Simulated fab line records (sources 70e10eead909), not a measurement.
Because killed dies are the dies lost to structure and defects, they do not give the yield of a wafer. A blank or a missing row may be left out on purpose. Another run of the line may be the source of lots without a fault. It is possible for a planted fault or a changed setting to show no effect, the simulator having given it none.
Problem report in the 8D (eight disciplines) form, filled by code | flow nand-harc | the parts of the form that need people (team, actions taken, sign-off) are left out

== 1. THE PROBLEM ==
Mean of heater-power-total-W at NHARC_P_BONDPAD_SOFTBAKE_04: 217.4 W across 3 wafers in 2 lots; on wafers with no fault it is 200.7 W (standard deviation 1.3). That puts it +13 standard deviations away from the usual mean.
The step: time 70 s.
First seen on wafer L734.1, day 10 03:00, on litho-track-02. The record has a number at this step for 33 wafers belonging to 11 lots. By rule, "out" or "out of limits" means more than 4 standard deviations away from the usual mean. All remaining wafers that have a number are taken as sound.

== 2. WHAT IT IS, WHAT IT ISN'T ==
question                    | is                     | is not
which readings at this step | heater-power-total-W   | -
which lots                  | L734, L736             | L726, L727, L731, L735, L745, L746, L747, L748, L749
which wafers of those lots  | L734.1, L736.1, L736.3 | L734.2, L734.5, L736.6
read on which tools         | litho-track-02         | litho-track-05, litho-track-07
when                        | from day 10 03:00      | up to then (11 sound wafers); but 19 sound wafers of L735, L736, L745, L746, L747, L748, L749 came after

== 3. WHAT RULES OUT EACH SUSPECT ==
Counting: if a tool at a process step up to the reading ran every lot that is out, it stays a suspect. Sound lots after the first of them don't rule it out here, since some wafers of a struck lot are sound.
- rie-diel-09 at NHARC_P_M2_STRIP_18 (strips in N2/H2): kept. It ran every lot that is out, first L734 (day 10 00:16); its last sound lot up to then is L726 (day 6 06:02).
- litho-track-02 at NHARC_P_BONDPAD_SOFTBAKE_04 (time 70 s): kept. It ran every lot that is out, first L734 (day 10 03:00); its last sound lot up to then is L731 (day 9 00:00). Its own heater-power-total-W readings are out on those wafers.
After counting, rie-diel-09 at NHARC_P_M2_STRIP_18 and litho-track-02 at NHARC_P_BONDPAD_SOFTBAKE_04 remain.

== 4. THE CAUSE (what the simulator had put in) ==
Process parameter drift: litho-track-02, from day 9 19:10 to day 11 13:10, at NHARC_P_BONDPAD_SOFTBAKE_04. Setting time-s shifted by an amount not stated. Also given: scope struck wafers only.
2 suspects survive the count, and this tool is in that group.

== 5. SEQUENCE OF EFFECTS, ordered by route ==
Each row: a reading whose mean over the struck wafers that have a number lies more than 3 standard deviations from the usual. Only readings whose record carries a usual standard deviation are examined. hours: median over the lots of the time between each lot's start at the first step of this table that gives one and its start at this step. sigmas: the change, counted in usual standard deviations.
hours | step                        | reading              | usual   | on struck wafers | change | sigmas
0     | NHARC_P_BONDPAD_SOFTBAKE_04 | heater-power-total-W | 200.7 W | 217.4            | +16.7  | +13
Process steps it contains:
- NHARC_P_BONDPAD_SOFTBAKE_04: time 70 s.
At these later measuring or inspecting steps, every struck wafer for which the step has a row has a number for every such reading, and none has moved that far: NHARC_END_SORT_01.

== 6. WHAT WOULD HAVE CAUGHT IT SOONER ==
8 hours passed between the start of the fault at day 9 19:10 and the first reading out of limits in this record, taken at day 10 03:00.
